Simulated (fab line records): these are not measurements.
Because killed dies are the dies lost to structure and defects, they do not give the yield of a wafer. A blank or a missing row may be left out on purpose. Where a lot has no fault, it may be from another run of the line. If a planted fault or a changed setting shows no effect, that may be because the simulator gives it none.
The tool behind it: which one?	flow n5Finfet	21 lots, 63 wafers sampled, at 6 steps of a route of 1938

== WHAT THE GAUGES SHOWED, per wafer ==
N5_BEOL_M7_OVL_MEAS_29. Usual: V6_OVL gives 0.0 nm (standard deviation 0.65).
lot	measured	on	V6_OVL (nm)	flag
L075	day 9 05:44	overlay-02	0.4 0.1 -1.0	
L074	day 9 05:47	overlay-01	0.0 -0.2 -0.4	
L077	day 9 18:44	overlay-02	1.1 0.9 -0.5	
L078	day 9 22:04	overlay-01	0.2 0.7 0.1	
L079	day 10 01:26	overlay-01	-0.8 -0.2 -0.3	
L076	day 10 01:47	overlay-01	-0.9 0.1 0.0	
L081	day 10 09:52	overlay-01	0.6 -0.9 0.8	
L080	day 10 11:47	overlay-02	1.0 0.2 -0.4	
L082	day 10 21:35	overlay-01	-1.1 -0.1 -1.6	
L084	day 11 12:28	overlay-01	0.1 0.2 -0.3	
L085	day 11 19:26	overlay-02	-1.1 -0.6 0.3	
L087	day 12 01:44	overlay-02	0.0 -0.2 0.1	
L086	day 12 11:27	overlay-01	1.4 0.3 -0.2	
L088	day 12 11:11	overlay-02	0.7 0.0 1.1	
L089	day 12 15:28	overlay-02	0.7 -0.8 -0.6	
L091	day 12 23:54	overlay-02	-0.2 -0.4 -0.3	
L093	day 13 16:32	overlay-02	-0.8 0.3 0.1	
L094	day 14 03:54	overlay-01	-1.1 -0.7 -0.7	
L095	day 14 06:14	overlay-01	1.1 0.7 0.0	
L096	day 14 06:23	overlay-01	0.5 0.4 -0.5	
L097	day 14 12:49	overlay-01	0.4 1.4 0.7	

== WHICH TOOL RAN EACH LOT (tool, then ch and the chambers of the sampled wafers, then the start) ==
lot	N5_BEOL_M6_ETCH_72	N5_BEOL_M6_STRIP_36	N5_BEOL_M6_TRENCH_ETCH_37	N5_BEOL_M7_PECVD_70	N5_BEOL_M7_STRIP_67
L075	rieDiel-03 ch 2,3, day 8 21:23	rieDiel-03 ch 2,3, day 8 21:35	rieDiel-03 ch 2,3, day 9 01:16 or earlier	pecvd-03 ch 1,2, day 9 01:16	rieDiel-06 ch 0,1,3, day 9 03:49
L074	rieDiel-05 ch 0,1,3, day 8 21:46	rieDiel-05 ch 0,1,3, day 8 21:57	rieDiel-05 ch 0,1,3, day 9 01:52 or earlier	pecvd-01 ch 0,2, day 9 01:52	rieDiel-04 ch 1,2,3, day 9 04:08
L077	rieDiel-01 ch 0,3, day 9 12:32	rieDiel-01 ch 0,3, day 9 12:44	rieDiel-01 ch 0,3, day 9 16:32 or earlier	pecvd-01 ch 1, day 9 16:32	rieDiel-02 ch 2,3, day 9 17:44
L078	rieDiel-01 ch 0,3, day 9 16:02	rieDiel-01 ch 0,3, day 9 16:13	rieDiel-01 ch 0,3, day 9 20:34 or earlier	pecvd-03 ch 1,2, day 9 20:34	rieDiel-02 ch 1,2,3, day 9 21:25
L079	rieDiel-05 ch 0,3, day 9 18:58	rieDiel-05 ch 0,3, day 9 19:10	rieDiel-05 ch 0,3, day 9 22:18 or earlier	pecvd-03 ch 0,1,2, day 9 22:18	rieDiel-02 ch 0,1,3, day 10 00:23
L076	rieDiel-01 ch 0,1,2, day 9 19:01	rieDiel-01 ch 0,1,2, day 9 19:12	rieDiel-01 ch 0,1,2, day 9 22:59 or earlier	pecvd-01 ch 0,1, day 9 22:59	rieDiel-04 ch 0,1,3, day 10 00:37
L081	rieDiel-05 ch 0,1,3, day 10 01:46	rieDiel-05 ch 0,1,3, day 10 01:57	rieDiel-05 ch 0,1,3, day 10 05:43 or earlier	pecvd-03 ch 0,2, day 10 05:43	rieDiel-04 ch 0,2,3, day 10 09:01
L080	rieDiel-01 ch 1,3, day 10 02:08	rieDiel-01 ch 1,3, day 10 02:20	rieDiel-01 ch 1,3, day 10 06:50 or earlier	pecvd-02 ch 1,2, day 10 06:50	rieDiel-04 ch 0,3, day 10 09:17
L082	rieDiel-05 ch 0,1,2, day 10 12:32	rieDiel-05 ch 0,1,2, day 10 12:44	rieDiel-05 ch 0,1,2, day 10 17:16 or earlier	pecvd-02 ch 0,1, day 10 17:16	rieDiel-04 ch 1,2,3, day 10 19:06
L084	rieDiel-03 ch 0,1,3, day 11 06:41	rieDiel-03 ch 0,1,3, day 11 06:53	rieDiel-03 ch 0,1,3, day 11 10:01 or earlier	pecvd-02 ch 0,1,2, day 11 10:01	rieDiel-02 ch 0,1, day 11 11:46
L085	rieDiel-05 ch 1,2, day 11 12:47	rieDiel-05 ch 1,2, day 11 12:59	rieDiel-05 ch 1,2, day 11 17:05 or earlier	pecvd-02 ch 0,1,2, day 11 17:05	rieDiel-04 ch 0,3, day 11 18:39
L087	rieDiel-03 ch 0,1,3, day 11 17:55	rieDiel-03 ch 0,1,3, day 11 18:07	rieDiel-03 ch 0,1,3, day 11 22:23 or earlier	pecvd-01 ch 0,1,2, day 11 22:23	rieDiel-04 ch 0,1,2, day 11 23:25
L086	rieDiel-05 ch 0,1,3, day 12 01:57	rieDiel-05 ch 0,1,3, day 12 02:09	rieDiel-05 ch 0,1,3, day 12 05:49 or earlier	pecvd-03 ch 0,1, day 12 05:49	rieDiel-06 ch 1,2,3, day 12 07:45
L088	rieDiel-03 ch 0,1,2, day 12 01:59	rieDiel-03 ch 0,1,2, day 12 02:11	rieDiel-03 ch 0,1,2, day 12 06:01 or earlier	pecvd-02 ch 0,2, day 12 06:01	rieDiel-04 ch 0,1,3, day 12 07:56
L089	rieDiel-03 ch 1,3, day 12 07:17	rieDiel-03 ch 1,3, day 12 07:29	rieDiel-03 ch 1,3, day 12 11:01 or earlier	pecvd-03 ch 1,2, day 12 11:01	rieDiel-06 ch 2,3, day 12 13:37
L091	rieDiel-05 ch 0,3, day 12 18:09	rieDiel-05 ch 0,3, day 12 18:21	rieDiel-05 ch 0,3, day 12 21:31 or earlier	pecvd-03 ch 0,2, day 12 21:31	rieDiel-02 ch 0,1,3, day 12 23:13
L093	rieDiel-05 ch 0,2,3, day 13 05:19	rieDiel-05 ch 0,2,3, day 13 05:31	rieDiel-05 ch 0,2,3, day 13 09:08 or earlier	pecvd-02 ch 0,2, day 13 09:08	rieDiel-04 ch 0,1,3, day 13 10:44
L094	rieDiel-01 ch 1,2,3, day 13 21:02	rieDiel-01 ch 1,2,3, day 13 21:13	rieDiel-01 ch 1,2,3, day 14 00:25 or earlier	pecvd-03 ch 0,1, day 14 00:25	rieDiel-02 ch 0,1,2, day 14 02:00
L095	rieDiel-05 ch 0,2,3, day 13 23:26	rieDiel-05 ch 0,2,3, day 13 23:38	rieDiel-05 ch 0,2,3, day 14 03:26 or earlier	pecvd-02 ch 0,1,2, day 14 03:26	rieDiel-04 ch 1,2,3, day 14 05:26
L096	rieDiel-05 ch 0,2,3, day 13 23:50	rieDiel-05 ch 0,2,3, day 14 00:02	rieDiel-05 ch 0,2,3, day 14 04:08 or earlier	pecvd-01 ch 0,1, day 14 04:08	rieDiel-06 ch 0,1,2, day 14 05:37
L097	rieDiel-03 ch 0,2,3, day 14 04:36	rieDiel-03 ch 0,2,3, day 14 04:47	rieDiel-03 ch 0,2,3, day 14 09:30 or earlier	pecvd-01 ch 1,2, day 14 09:30	rieDiel-02 ch 0,1, day 14 11:36
- N5_BEOL_M6_ETCH_72: etches underlayer in N2/H2, target depth 6.5 nm, time 5.2 s.
- N5_BEOL_M6_STRIP_36: strips in N2/H2.
- N5_BEOL_M6_TRENCH_ETCH_37: etches SiCOH lowk in C4F6/O2, target depth 94.435 nm, time 31.5 s.
- N5_BEOL_M7_PECVD_70: deposits SiO2 from TEOS/O2, target thk 20 nm, time 22.7 s.
- N5_BEOL_M7_STRIP_67: strips in CF4.

== WHAT THE TOOLS THEMSELVES READ (means of the sampled wafers that have a number; where no wafer has one, the mark that the record gives instead) ==
N5_BEOL_M6_ETCH_72. Usual: for biasW, 150.1 W with a standard deviation of 0.51; for drypumpMotorCurrentA, 5.7 A with a standard deviation of 0.39; for etchRfOnTimeS, 5.17 s with a standard deviation of 0.13; for oesProductAu, 0.68 a.u. with a standard deviation of 0.07; for rfVppV, 524.5 V with a standard deviation of 2.7; for showerheadPlenumPTorr, 2.56 Torr with a standard deviation of 0.085; for throttleValvePct, 17.82 % with a standard deviation of 0.3.
lot	tool	biasW (W)	drypumpMotorCurrentA (A)	etchRfOnTimeS (s)	oesProductAu (a.u.)	rfVppV (V)	showerheadPlenumPTorr (Torr)	throttleValvePct (%)	flag
L075	rieDiel-03	150.2	5.8	5.16	0.72	526.7	2.61	17.87	
L074	rieDiel-05	150.1	5.5	5.22	0.64	525.6	2.57	17.88	
L077	rieDiel-01	149.9	5.1	5.12	0.70	521.7	2.47	17.59	
L078	rieDiel-01	149.9	5.2	5.09	0.71	521.9	2.47	17.69	
L079	rieDiel-05	150.3	5.5	5.27	0.66	525.9	2.62	17.61	
L076	rieDiel-01	150.4	5.5	5.08	0.68	522.5	2.53	17.82	
L081	rieDiel-05	150.7	5.5	5.23	0.64	525.7	2.57	17.87	
L080	rieDiel-01	149.8	5.3	5.07	0.72	523.4	2.51	17.72	
L082	rieDiel-05	150.2	5.7	5.29	0.63	526.0	2.60	17.94	
L084	rieDiel-03	150.2	5.9	5.15	0.75	525.4	2.62	17.71	
L085	rieDiel-05	150.0	5.7	5.22	0.60	523.5	2.54	18.22	
L087	rieDiel-03	150.2	6.0	5.12	0.75	526.0	2.62	17.69	
L086	rieDiel-05	150.1	5.5	5.19	0.63	524.8	2.56	17.92	
L088	rieDiel-03	150.2	6.0	5.07	0.77	525.4	2.55	17.62	
L089	rieDiel-03	150.0	6.0	5.17	0.70	525.1	2.60	17.91	
L091	rieDiel-05	149.6	5.6	5.21	0.62	524.3	2.56	17.84	
L093	rieDiel-05	150.5	5.8	5.28	0.68	524.6	2.60	17.76	
L094	rieDiel-01	150.1	5.5	5.03	0.73	522.1	2.51	17.87	
L095	rieDiel-05	150.3	5.8	5.26	0.67	525.0	2.59	17.78	
L096	rieDiel-05	150.1	5.8	5.24	0.67	524.9	2.59	17.78	
L097	rieDiel-03	149.8	5.7	5.13	0.71	526.3	2.60	17.76	

N5_BEOL_M6_STRIP_36. Usual: drypumpMotorCurrentA 5.7 A, standard deviation 0.4; oesProductAu 0.80 a.u., standard deviation 0.085; rfVppV 59.1 V, standard deviation 1.5; showerheadPlenumPTorr 2.55 Torr, standard deviation 0.085; throttleValvePct 23.6 %, standard deviation 0.33.
lot	tool	drypumpMotorCurrentA (A)	oesProductAu (a.u.)	rfVppV (V)	showerheadPlenumPTorr (Torr)	throttleValvePct (%)	flag
L075	rieDiel-03	5.8	0.85	59.7	2.61	23.8	
L074	rieDiel-05	5.5	0.76	60.0	2.57	23.6	
L077	rieDiel-01	5.1	0.84	58.1	2.46	23.3	
L078	rieDiel-01	5.2	0.85	58.4	2.47	23.4	
L079	rieDiel-05	5.5	0.78	59.0	2.62	23.4	
L076	rieDiel-01	5.5	0.80	60.1	2.52	23.6	
L081	rieDiel-05	5.5	0.74	60.2	2.56	23.6	
L080	rieDiel-01	5.3	0.85	59.0	2.51	23.5	
L082	rieDiel-05	5.7	0.73	58.5	2.59	23.6	
L084	rieDiel-03	5.9	0.88	59.1	2.61	23.5	
L085	rieDiel-05	5.7	0.70	59.9	2.54	23.9	
L087	rieDiel-03	5.9	0.88	58.3	2.61	23.5	
L086	rieDiel-05	5.5	0.73	58.3	2.56	23.6	
L088	rieDiel-03	6.0	0.88	58.3	2.54	23.4	
L089	rieDiel-03	6.0	0.82	60.3	2.59	23.8	
L091	rieDiel-05	5.6	0.71	59.6	2.56	23.6	
L093	rieDiel-05	5.8	0.81	58.8	2.59	23.5	
L094	rieDiel-01	5.5	0.87	60.9	2.50	23.7	
L095	rieDiel-05	5.8	0.80	57.4	2.59	23.5	
L096	rieDiel-05	5.7	0.78	58.7	2.59	23.6	
L097	rieDiel-03	5.7	0.84	60.0	2.60	23.6	

N5_BEOL_M6_TRENCH_ETCH_37. Usual: biasW 185.0 W, standard deviation 0.5; drypumpMotorCurrentA 5.7 A, standard deviation 0.39; oes_f_703_au 0.79 a.u., standard deviation 0.077; oes_o_777_au 0.79 a.u., standard deviation 0.082; oesProductAu 0.80 a.u., standard deviation 0.083; rfVppV 670 V, standard deviation 11; showerheadPlenumPTorr 2.86 Torr, standard deviation 0.084; throttleValvePct 20.9 %, standard deviation 0.32.
lot	tool	biasW (W)	drypumpMotorCurrentA (A)	oes_f_703_au (a.u.)	oes_o_777_au (a.u.)	oesProductAu (a.u.)	rfVppV (V)	showerheadPlenumPTorr (Torr)	throttleValvePct (%)	flag
L075	rieDiel-03	184.8	5.7	0.82	0.82	0.84	680	2.91	20.9	
L074	rieDiel-05	184.8	5.5	0.75	0.74	0.75	665	2.89	21.0	
L077	rieDiel-01	185.1	5.1	0.81	0.82	0.83	674	2.77	20.7	
L078	rieDiel-01	184.9	5.2	0.82	0.82	0.82	677	2.78	20.9	
L079	rieDiel-05	185.1	5.5	0.77	0.78	0.77	668	2.93	20.6	
L076	rieDiel-01	184.9	5.5	0.80	0.80	0.80	667	2.81	20.8	
L081	rieDiel-05	184.3	5.5	0.74	0.74	0.75	663	2.89	21.0	
L080	rieDiel-01	184.7	5.3	0.84	0.84	0.85	674	2.81	20.8	
L082	rieDiel-05	185.1	5.7	0.72	0.71	0.73	669	2.90	21.0	
L084	rieDiel-03	184.9	5.9	0.87	0.88	0.88	677	2.92	20.7	
L085	rieDiel-05	185.5	5.7	0.69	0.68	0.70	665	2.86	21.4	
L087	rieDiel-03	185.2	6.0	0.87	0.87	0.87	677	2.91	20.7	
L086	rieDiel-05	184.8	5.5	0.73	0.73	0.73	664	2.88	21.1	
L088	rieDiel-03	185.1	6.1	0.87	0.89	0.88	680	2.84	20.7	
L089	rieDiel-03	185.6	6.0	0.81	0.80	0.81	678	2.90	20.9	
L091	rieDiel-05	185.1	5.6	0.73	0.73	0.72	659	2.88	21.0	
L093	rieDiel-05	184.9	5.8	0.79	0.80	0.80	665	2.89	20.8	
L094	rieDiel-01	184.9	5.5	0.85	0.85	0.86	669	2.80	20.8	
L095	rieDiel-05	185.0	5.8	0.79	0.78	0.79	665	2.89	20.8	
L096	rieDiel-05	184.3	5.8	0.78	0.78	0.78	665	2.89	20.8	
L097	rieDiel-03	185.1	5.7	0.82	0.82	0.84	677	2.91	20.8	

N5_BEOL_M7_PECVD_70. Usual: heaterPowerW 709 W, standard deviation 81; showerheadPlenumPTorr 8.74 Torr, standard deviation 0.064; throttleValvePct 22.4 %, standard deviation 1.3.
lot	tool	heaterPowerW (W)	showerheadPlenumPTorr (Torr)	throttleValvePct (%)	flag
L075	pecvd-03	781	8.78	21.3	
L074	pecvd-01	692	8.71	22.8	
L077	pecvd-01	667	8.59	24.8	
L078	pecvd-03	723	8.79	21.2	
L079	pecvd-03	765	8.78	21.3	
L076	pecvd-01	707	8.64	23.9	
L081	pecvd-03	720	8.80	20.9	
L080	pecvd-02	679	8.76	21.7	
L082	pecvd-02	705	8.78	23.3	
L084	pecvd-02	646	8.78	22.6	
L085	pecvd-02	709	8.77	22.7	
L087	pecvd-01	713	8.68	22.8	
L086	pecvd-03	732	8.79	21.7	
L088	pecvd-02	774	8.79	23.2	
L089	pecvd-03	744	8.79	21.1	
L091	pecvd-03	681	8.79	21.0	
L093	pecvd-02	743	8.79	23.4	
L094	pecvd-03	726	8.78	21.6	
L095	pecvd-02	642	8.77	22.8	
L096	pecvd-01	657	8.65	23.8	
L097	pecvd-01	614	8.64	23.9	

N5_BEOL_M7_STRIP_67. Usual: drypumpMotorCurrentA 5.7 A, standard deviation 0.39; oesProductAu 0.80 a.u., standard deviation 0.063; rfVppV 271.4 V, standard deviation 1.7; showerheadPlenumPTorr 1.81 Torr, standard deviation 0.063; throttleValvePct 13.55 %, standard deviation 0.25.
lot	tool	drypumpMotorCurrentA (A)	oesProductAu (a.u.)	rfVppV (V)	showerheadPlenumPTorr (Torr)	throttleValvePct (%)	flag
L075	rieDiel-06	5.8	0.78	271.6	1.77	13.50	
L074	rieDiel-04	5.6	0.80	270.2	1.78	13.65	
L077	rieDiel-02	6.3	0.81	271.2	1.79	13.62	
L078	rieDiel-02	6.0	0.83	271.6	1.84	13.43	
L079	rieDiel-02	5.5	0.81	273.8	1.89	13.43	
L076	rieDiel-04	5.7	0.83	271.6	1.79	13.52	
L081	rieDiel-04	5.7	0.86	271.0	1.77	13.49	
L080	rieDiel-04	5.9	0.88	270.7	1.80	13.45	
L082	rieDiel-04	5.6	0.79	270.5	1.78	13.69	
L084	rieDiel-02	5.5	0.81	272.7	1.88	13.48	
L085	rieDiel-04	5.7	0.88	270.0	1.77	13.36	
L087	rieDiel-04	5.5	0.79	270.2	1.75	13.59	
L086	rieDiel-06	5.9	0.79	271.3	1.82	13.43	
L088	rieDiel-04	5.7	0.81	271.2	1.78	13.56	
L089	rieDiel-06	5.7	0.76	272.2	1.85	13.53	
L091	rieDiel-02	5.5	0.79	274.3	1.88	13.48	
L093	rieDiel-04	5.7	0.80	271.0	1.78	13.57	
L094	rieDiel-02	5.7	0.77	271.3	1.83	13.72	
L095	rieDiel-04	5.6	0.77	271.3	1.77	13.74	
L096	rieDiel-06	5.9	0.77	270.8	1.77	13.52	
L097	rieDiel-02	5.4	0.79	272.8	1.88	13.52	

== THE ANSWER, worked out from the rows above alone ==
Rule: take the mean of a lot's wafers that have a number; if it is more than 3 standard deviations from the usual mean, the lot is off. Also off: a lot with no number at a reading for which 4 or more lots have one. Where the step has rows for the other lots, those lots are counted as sound. First the gauges in route order, then the tools' own readings, where a lot's mean is used as printed above. The first step at which some lot is off is used, and at that step the reading that is off furthest; a lot without a number counts as furthest.
No lot is off at any reading shown: from this, nothing can be told.

== WHAT HAD BEEN PUT IN BY THE SIMULATOR ==
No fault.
